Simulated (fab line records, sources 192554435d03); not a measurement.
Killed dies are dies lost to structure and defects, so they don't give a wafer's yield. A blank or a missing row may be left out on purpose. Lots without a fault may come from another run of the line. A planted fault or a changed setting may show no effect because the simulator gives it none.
A struck lot beside a sound one | flow n5_finfet | 36 steps out of a route of 1938
Sound: wafers L413.1, L413.3, L413.4. Struck: wafers L422.2, L422.3, L422.4. The cause comes at the end.
At each step with rows: each side's tool, then ch and its chambers, then its first start. Under that, the readings that differ: sound wafers | struck wafers | difference of the means | sigmas: that difference in standard deviations of wafers without a fault.
alike: readings whose means differ by less than 2 such deviations, and words and numbers that are the same on both sides. not compared: withheld readings, readings that some wafer has no value for, bounds like >300 that may hide the same value, and numbers for which the record gives no deviation and whose values overlap.
The two part at a step that has a row with sigmas, a row that says differs or no value, or rows on one side only. Numbers that don't overlap but have no deviation are shown without sigmas and don't part them. A reading that every wafer of one side lacks parts them only if that side has two wafers or more.

first, 9 steps without rows for these wafers: N5_BEOL_M3_ILD_DEP_00 (deposits SiOC from DEMS/O2, target thk 79 nm, time 15.3 s); N5_BEOL_M3_PECVD_72 (deposits SiO2 from TEOS/O2, target thk 16 nm, time 18 s); N5_BEOL_M3_HM_DEP_02 (deposits TiN, target thk 20 nm); N5_BEOL_M3_COAT_61 (time 60 s, resist thk 60 nm); N5_BEOL_M3_COAT_62 (time 60 s, resist thk 12 nm); N5_BEOL_M3_COAT_73 (time 60 s, resist thk 5 nm); N5_BEOL_M3_COAT_05 (resist thk 30 nm); N5_BEOL_M3_EBR_07; N5_BEOL_M3_SOFTBAKE_06 (time 60 s).
N5_BEOL_M3_EXPOSE_08: exposes mask M3.
  sound on euv_scanner-01 ch 0, day 7 07:32; struck on euv_scanner-01 ch 0, day 10 00:20
  reading              | sound             | struck            | difference | sigmas
  exposure_dose_mJ_cm2 | 32.98 32.95 32.96 | 34.59 34.61 34.58 | +1.63      | +51
  alike: mask
then, 2 steps without rows for these wafers: N5_BEOL_M3_PEB_09 (peb time 60 s); N5_BEOL_M3_DEVELOP_10 (develop time 30 s).
N5_BEOL_M3_CD_MEAS_11: target cd 17.05 nm.
  sound on cd_sem-01 ch 0, day 7 07:40; struck on cd_sem-03 ch 0, day 10 00:28
  reading    | sound             | struck            | difference | sigmas
  cd_nm (nm) | 17.02 17.01 16.62 | 18.24 18.14 18.04 | +1.26      | +5
then, 1 step without rows for these wafers: N5_BEOL_M3_DESCUM_16 (chemistry O2, time 7 s).
N5_BEOL_M3_ETCH_74: etches underlayer in N2/H2, target depth 6.5 nm, time 5.2 s.
  sound on rie_diel-05 ch 0,1,3, day 7 08:13; struck on rie_diel-03 ch 1,2,3, day 10 00:37
  reading                         | sound       | struck  | difference | sigmas
  model.BEOL_M3.cd_offset_nm (nm) | -0.2 0 -0.2 | 1 0.8 1 | +1         |
  alike: chamber_pressure_mTorr, drypump_motor_current_A, etch_rf_on_time_s, n2_flow_sccm, oes_product_au, rf_vpp_V, showerhead_plenum_p_Torr, throttle_valve_pct
  not compared: rf_hours_counter_h
then, 5 steps without rows for these wafers: N5_BEOL_M3_ETCH_63 (etches SiARC in CF4, target depth 15.6 nm, time 26 s); N5_BEOL_M3_ETCH_64 (etches SOC in N2/H2, target depth 75 nm, overetch 15 nm, time 112.5 s); N5_BEOL_M3_STRIP_65 (strips in N2/H2); N5_BEOL_M3_STRIP_75 (strips in N2/H2); N5_BEOL_M3_STRIP_66 (strips in CF4).
N5_BEOL_M3_HM_OPEN_17: chemistry Cl2/BCl3, target TiN, target depth 20 nm, overetch 6 nm.
  sound on rie_metal-03 ch 0,1, day 7 08:26; struck on rie_metal-02 ch 0,1, day 10 00:50
  reading                         | sound          | struck | difference | sigmas
  model.BEOL_M3.cd_offset_nm (nm) | -0.4 -0.2 -0.2 | 1 1 1  | +1         |
  alike: chamber_pressure_mTorr, drypump_motor_current_A, oes_product_au, throttle_valve_pct
  not compared: rf_hours_counter_h
then, 1 step without rows for these wafers: N5_BEOL_M3_STRIP_19 (strips in O2).
N5_BEOL_M3_CD_MEAS_18: pitch 36 nm, target cd 18 nm.
  sound on cd_sem-02, day 7 08:43; struck on cd_sem-03, day 10 01:01
  reading    | sound          | struck         | difference | sigmas
  cd_nm (nm) | 17.7 17.5 17.2 | 18.8 18.6 18.8 | +1.3       | +4
then, 11 steps without rows for these wafers: N5_BEOL_M3_COAT_67 (time 60 s, resist thk 60 nm); N5_BEOL_M3_COAT_68 (time 60 s, resist thk 12 nm); N5_BEOL_M3_COAT_76 (time 60 s, resist thk 5 nm); N5_BEOL_M3_COAT_22 (resist thk 30 nm); N5_BEOL_M3_EBR_24; N5_BEOL_M3_SOFTBAKE_23 (time 60 s); N5_BEOL_M3_EXPOSE_25 (exposes mask V2, defocus 5 nm); N5_BEOL_M3_PEB_26 (peb time 60 s); N5_BEOL_M3_DEVELOP_27 (develop time 30 s); N5_BEOL_M3_DESCUM_33 (chemistry O2, time 7 s); N5_BEOL_M3_ETCH_77 (etches underlayer in N2/H2, target depth 6.5 nm, time 5.2 s).
N5_BEOL_M4_RC_MEAS_101:
  sound on prober-01 ch 0, day 8 07:22; struck on prober-01 ch 0, day 10 19:07
  reading       | sound          | struck         | difference | sigmas
  SS_N (mV/dec) | 71.5 73.1 71.8 | 70.9 70.6 70.8 | -1.4       | -2
  VT_P (mV)     | -248 -245 -251 | -253 -256 -255 | -7         | -2
  alike: DIBL_N, DIBL_P, IOFF_N, IOFF_P, ION_N, ION_P, SS_P, VT_N
-- the record jumps here: 4 days lie between the struck wafers' starts before and after (it left off in module BEOL_M4 and takes up again in module PASSIVATION, whose first step shown is number 1936 of the route) --
N5_PASSIVATION_PROBE_49:
  sound on prober-01, day 12 22:25; struck on prober-02, day 15 01:47
  reading                  | sound          | struck         | difference | sigmas
  defect_limited_yield (%) | 92.0 94.2 91.7 | 63.7 64.7 62.8 | -28.9      | -19
  killed_at_M0_to_M3       | 26 27 38       | 350 366 362    | +329       | +30
  killed_dies              | 94 68 98       | 428 416 439    | +341       | +19
  killed_on_rim            | 13 7 16        | 58 54 58       | +45        | +10
  sort_bin_5_function (%)  | 4.9 3.9 4.2    | 21.2 21.5 22.5 | +17.4      | +18
  sort_bin_6_memory (%)    | 2.8 1.8 3.6    | 13.8 11.8 12.8 | +10.1      | +14
  sort_n_pass              | 1086 1112 1082 | 752 764 741    | -341       | -19
  sort_yield_pct (%)       | 92.0 94.2 91.7 | 63.7 64.7 62.8 | -28.9      | -19
  alike: killed_at_M4_up, killed_at_contacts, killed_at_front_end, killed_at_other, killed_open, killed_short

WHERE THEY PART
First at N5_BEOL_M3_EXPOSE_08; last, within this record, at N5_PASSIVATION_PROBE_49.

WHY: what the simulator had put in
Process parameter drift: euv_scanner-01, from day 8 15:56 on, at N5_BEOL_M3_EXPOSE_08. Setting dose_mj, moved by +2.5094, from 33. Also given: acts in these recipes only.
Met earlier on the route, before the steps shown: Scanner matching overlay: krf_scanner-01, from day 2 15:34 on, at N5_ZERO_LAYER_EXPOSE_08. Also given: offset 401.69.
